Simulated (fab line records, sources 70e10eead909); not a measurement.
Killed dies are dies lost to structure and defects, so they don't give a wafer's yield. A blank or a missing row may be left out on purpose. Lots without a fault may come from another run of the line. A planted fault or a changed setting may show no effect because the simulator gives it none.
Which tool did it? | flow nand_harc | 13 lots, 39 wafers sampled, at 5 steps of a route of 1302

WHAT THE GAUGES READ, wafer by wafer
NHARC_END_SORT_01. Usual: killed_at_array 58, standard deviation 20; killed_at_other 1.0, standard deviation 1.2; killed_at_periphery 4.1, standard deviation 3; killed_dies 63, standard deviation 20; killed_open 3.2, standard deviation 1.7; killed_short 2.5, standard deviation 1.5.
lot  | measured     | on        | killed_at_array | killed_at_other | killed_at_periphery | killed_dies | killed_open | killed_short | flag
L788 | day 26 00:04 | prober-01 | 28 24 26        | 3 3 3           | 2 5 3               | 33 32 32    | 1 3 3       | 6 4 4        |
L796 | day 28 11:41 | prober-02 | 35 36 41        | 0 0 1           | 11 8 10             | 46 44 52    | 5 1 7       | 2 4 4        |
L798 | day 30 05:30 | prober-01 | 50 58 60        | 0 1 2           | 1 3 2               | 51 62 64    | 3 4 3       | 3 4 4        |
L799 | day 30 04:41 | prober-02 | 64 73 64        | 0 0 0           | 5 6 6               | 69 79 70    | 3 4 3       | 3 2 2        |
L806 | day 33 08:15 | prober-02 | 61 69 57        | 1 0 1           | 3 6 1               | 65 75 59    | 3 4 4       | 2 0 4        |
L807 | day 33 19:42 | prober-02 | 46 41 44        | 0 2 2           | 3 2 0               | 49 45 46    | 2 3 2       | 1 0 5        |

WHICH TOOL RAN EACH LOT (tool, then ch and the chambers of the sampled wafers, then the start)
lot  | NHARC_P_CONTACT_DEP_00                     | NHARC_P_CONTACT_ETCH_18                       | NHARC_P_CONTACT_PVD_32                  | NHARC_P_CONTACT_CMP_24
L785 | pecvd-01 ch 0,1,2, day 6 11:13 or earlier  | rie_diel-10 ch 0,1,3, day 6 11:13 or earlier  | pvd_sputter-01, day 6 11:13 or earlier  | cmp-01 ch 1,2,3, day 6 11:13
L787 | pecvd-01 ch 1,2, day 7 02:11               | rie_diel-05 ch 0,3, day 7 06:19 or earlier    | pvd_sputter-01, day 7 06:19 or earlier  | cmp-03 ch 1,2,3, day 7 06:19
L788 | pecvd-01 ch 0,1,2, day 7 17:08 or earlier  | rie_diel-01 ch 1,3, day 7 17:08 or earlier    | pvd_sputter-01, day 7 17:08 or earlier  | cmp-02 ch 1,3, day 7 17:08
L796 | pecvd-01 ch 1,2, day 10 17:44              | rie_diel-01 ch 0,3, day 10 21:53 or earlier   | pvd_sputter-03, day 10 21:53 or earlier | cmp-03 ch 0,3, day 10 21:53
L798 | pecvd-02 ch 0,2, day 12 00:38 or earlier   | rie_diel-01 ch 0,3, day 12 00:38 or earlier   | pvd_sputter-02, day 12 00:38 or earlier | cmp-03 ch 0,1,2, day 12 00:38
L799 | pecvd-03 ch 0,1,2, day 12 04:06 or earlier | rie_diel-05 ch 0,1,3, day 12 04:06 or earlier | pvd_sputter-02, day 12 04:06 or earlier | cmp-02 ch 0,2,3, day 12 04:06
L801 | pecvd-01 ch 0,1, day 12 21:16              | rie_diel-01 ch 0,1,2, day 13 01:37 or earlier | pvd_sputter-01, day 13 01:37 or earlier | cmp-02 ch 1,2,3, day 13 01:37
L802 | pecvd-01 ch 0,1,2, day 13 13:39 or earlier | rie_diel-10 ch 0,2, day 13 13:39 or earlier   | pvd_sputter-03, day 13 13:39 or earlier | cmp-02 ch 1,3, day 13 13:39
L803 | pecvd-01 ch 0,1,2, day 13 18:03 or earlier | rie_diel-10 ch 0,1,3, day 13 18:03 or earlier | pvd_sputter-03, day 13 18:03 or earlier | cmp-02 ch 0,3, day 13 18:03
L804 | pecvd-02 ch 0,1,2, day 14 12:54 or earlier | rie_diel-05 ch 0,2,3, day 14 12:54 or earlier | pvd_sputter-03, day 14 12:54 or earlier | cmp-01 ch 0,1,2, day 14 12:54
L805 | pecvd-03 ch 0,1, day 14 13:07 or earlier   | rie_diel-10 ch 0,1,3, day 14 13:07 or earlier | pvd_sputter-01, day 14 13:07 or earlier | cmp-03 ch 0,1,2, day 14 13:07
L806 | pecvd-02 ch 0,1, day 15 10:19 or earlier   | rie_diel-01 ch 0,2, day 15 10:19 or earlier   | pvd_sputter-01, day 15 10:19 or earlier | cmp-01 ch 2,3, day 15 10:19
L807 | pecvd-03 ch 0,1, day 15 18:15 or earlier   | rie_diel-10 ch 0,2,3, day 15 18:15 or earlier | pvd_sputter-01, day 15 18:15 or earlier | cmp-01 ch 0,2,3, day 15 18:15
- NHARC_P_CONTACT_DEP_00: deposits SiO2, target thk 500 nm.
- NHARC_P_CONTACT_ETCH_18: etches the open film in C4F8/O2/Ar, target depth 481 nm, time 240.5 s.
- NHARC_P_CONTACT_PVD_32: deposits Ti, target thk 5 nm, time 17.7 s.
- NHARC_P_CONTACT_CMP_24: polishes, t overpolish 30 s, target thk 200 nm.

WHAT THE TOOLS THEMSELVES READ (means of the sampled wafers that have a number; where no wafer has one, the mark that the record gives instead)
NHARC_P_CONTACT_DEP_00. Usual: heater_power_outer_w 342 W, standard deviation 67; heater_power_w 616 W, standard deviation 98; mfc_precursor_sccm 161.4 sccm, standard deviation 0.48; throttle_valve_pct 15.9 %, standard deviation 0.33.
lot  | tool     | heater_power_outer_w (W) | heater_power_w (W) | mfc_precursor_sccm (sccm) | throttle_valve_pct (%) | flag
L785 | pecvd-01 | 343                      | 639                | 161.3                     | 16.6                   |
L787 | pecvd-01 | 283                      | 561                | 161.4                     | 16.0                   |
L788 | pecvd-01 | 335                      | 632                | 161.6                     | 15.9                   |
L796 | pecvd-01 | 344                      | 628                | 161.9                     | 16.0                   |
L798 | pecvd-02 | 336                      | 560                | 161.4                     | 15.7                   |
L799 | pecvd-03 | 346                      | 602                | 161.9                     | 15.6                   |
L801 | pecvd-01 | 393                      | 698                | 161.7                     | 15.6                   |
L802 | pecvd-01 | 378                      | 689                | 161.4                     | 16.1                   |
L803 | pecvd-01 | 343                      | 635                | 161.5                     | 16.0                   |
L804 | pecvd-02 | 317                      | 536                | 161.5                     | 15.9                   |
L805 | pecvd-03 | 415                      | 700                | 161.6                     | 15.9                   |
L806 | pecvd-02 | 302                      | 532                | 161.4                     | 15.6                   |
L807 | pecvd-03 | 412                      | 694                | 161.7                     | 16.0                   |

NHARC_P_CONTACT_ETCH_18. Usual: oes_product_au 0.950 a.u., standard deviation 0.022; rf_vpp_V 981 V, standard deviation 6.1.
lot  | tool        | oes_product_au (a.u.) | rf_vpp_V (V) | flag
L785 | rie_diel-10 | 0.960                 | 986          |
L787 | rie_diel-05 | 0.954                 | 984          |
L788 | rie_diel-01 | 0.916                 | 972          |
L796 | rie_diel-01 | 0.968                 | 981          |
L798 | rie_diel-01 | 0.924                 | 975          |
L799 | rie_diel-05 | 0.950                 | 983          |
L801 | rie_diel-01 | 0.935                 | 981          |
L802 | rie_diel-10 | 0.976                 | 982          |
L803 | rie_diel-10 | 0.925                 | 986          |
L804 | rie_diel-05 | 0.973                 | 979          |
L805 | rie_diel-10 | 0.966                 | 986          |
L806 | rie_diel-01 | 0.966                 | 984          |
L807 | rie_diel-10 | 0.930                 | 985          |

NHARC_P_CONTACT_PVD_32. Usual: throttle_valve_pct 30.1 %, standard deviation 0.71.
lot  | tool           | throttle_valve_pct (%) | flag
L785 | pvd_sputter-01 | 29.3                   |
L787 | pvd_sputter-01 | 29.4                   |
L788 | pvd_sputter-01 | 29.2                   |
L796 | pvd_sputter-03 | 30.8                   |
L798 | pvd_sputter-02 | 30.1                   |
L799 | pvd_sputter-02 | 30.2                   |
L801 | pvd_sputter-01 | 30.4                   |
L802 | pvd_sputter-03 | 31.2                   |
L803 | pvd_sputter-03 | 30.7                   |
L804 | pvd_sputter-03 | 30.2                   |
L805 | pvd_sputter-01 | 30.5                   |
L806 | pvd_sputter-01 | 29.8                   |
L807 | pvd_sputter-01 | 29.9                   |

NHARC_P_CONTACT_CMP_24. Usual: motor_current_A 11.8 A, standard deviation 1.4; overpolish_run_s 30.000 s, standard deviation 0.0092; slurry_filter_dp_kPa 13.51 kPa, standard deviation 0.13; slurry_flow_ml_min 150.0, standard deviation 0.48; time_to_endpoint_s 39.6 s, standard deviation 3.
lot  | tool   | motor_current_A (A) | overpolish_run_s (s) | slurry_filter_dp_kPa (kPa) | slurry_flow_ml_min | time_to_endpoint_s (s) | flag
L785 | cmp-01 | 10.8                | 29.999               | 13.55                      | 150.3              | 40.8                   |
L787 | cmp-03 | 11.0                | 30.005               | 13.51                      | 150.4              | 40.7                   |
L788 | cmp-02 | 13.4                | 29.987               | 13.49                      | 150.0              | 42.3                   |
L796 | cmp-03 | 10.7                | 30.000               | 13.52                      | 150.1              | 24.5                   | OFF
L798 | cmp-03 | 12.4                | 30.004               | 13.56                      | 150.1              | 19.2                   | OFF
L799 | cmp-02 | 12.2                | 30.002               | 13.40                      | 150.1              | 40.6                   |
L801 | cmp-02 | 13.1                | 29.999               | 13.48                      | 150.1              | 40.7                   |
L802 | cmp-02 | 13.3                | 30.005               | 13.53                      | 149.8              | 39.7                   |
L803 | cmp-02 | 11.5                | 29.999               | 13.59                      | 150.5              | 40.9                   |
L804 | cmp-01 | 11.5                | 29.995               | 13.50                      | 149.4              | 38.8                   |
L805 | cmp-03 | 12.5                | 29.996               | 13.59                      | 150.0              | 35.9                   |
L806 | cmp-01 | 10.7                | 29.999               | 13.45                      | 149.5              | 35.4                   |
L807 | cmp-01 | 11.5                | 29.996               | 13.46                      | 149.8              | 37.3                   |

THE ANSWER, worked out from the rows above alone
Rule: a lot is off if the mean of its wafers that have a number lies more than 3 standard deviations from the usual mean. A lot without any number at a reading at which 4 lots or more have one is off too. The other lots that the step has rows for count as sound. The gauges are gone through in route order, then the tools' own readings, and for those a lot's mean is taken as printed above. The first step at which some lot is off is used, and at that step the reading that is off furthest; a lot without a number counts as furthest.
Off: L796, L798, at NHARC_P_CONTACT_CMP_24 (time_to_endpoint_s).
A tool fits if, at that step or a process step before it, it ran every lot that is off, and no sound lot after the first of them. NHARC_P_CONTACT_DEP_00 gives no start for some lots, so the hours and the order of its lots are those of NHARC_P_CONTACT_CMP_24. NHARC_P_CONTACT_ETCH_18 gives no start for some lots, so the hours and the order of its lots are those of NHARC_P_CONTACT_CMP_24. NHARC_P_CONTACT_PVD_32 gives no start for some lots, so the hours and the order of its lots are those of NHARC_P_CONTACT_CMP_24. None of those tried fits.

WHAT THE SIMULATOR HAD PUT IN
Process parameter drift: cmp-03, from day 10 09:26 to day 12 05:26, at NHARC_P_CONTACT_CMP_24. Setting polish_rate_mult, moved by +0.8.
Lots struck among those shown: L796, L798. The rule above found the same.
